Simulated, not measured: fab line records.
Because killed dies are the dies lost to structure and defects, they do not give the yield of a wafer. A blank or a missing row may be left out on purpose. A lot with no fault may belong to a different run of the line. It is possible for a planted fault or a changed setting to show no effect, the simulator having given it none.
Matching of chambers    flow n5-finfet    4 sister chambers for N5_BEOL_M1_ETCH_69 on rie-diel-02
The step etches SiARC in CF4, target depth 15.6 nm, time 26 s. 4 wafers are shown with their chamber, then 8 later ones without.

## WAFERS WITH THEIR CHAMBER
wafer   chamber  showerhead-plenum-p-Torr (Torr)
L089.3  1        2.07
L091.3  2        2.21
L091.6  0        2.11
L094.2  3        2.12

## WAFERS MISSING THEIR CHAMBER
wafer   showerhead-plenum-p-Torr (Torr)
L094.3  2.11
L094.4  2.21
L096.1  2.21
L096.2  2.11
L096.6  2.11
L097.1  2.11
L097.3  2.06
L097.5  2.21

## WHICH CHAMBER EACH WENT THROUGH
wafer    from the rows above   in truth
L094.3   0                     0
L094.4   2                     2
L096.1   2                     2
L096.2   0                     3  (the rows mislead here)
L096.6   0                     0
L097.1   0                     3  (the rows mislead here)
L097.3   1                     1
L097.5   2                     2
Placed correctly: 6 of 8. Left unplaced by these rows: 0. Number placed wrongly: 2.
How it was worked out, from the rows above alone: a wafer's distance from a chamber is the root of the sum, over the readings, of the square of ((its reading less the chamber's mean) divided by the reading's scatter). The wafer belongs to the nearest chamber; if the next one is less than 2 further off, it can't be placed. Each chamber's mean is taken over the wafers shown for it. The scatter: root of mean squared gap, hidden wafer to nearest shown wafer, with one shown wafer a chamber.
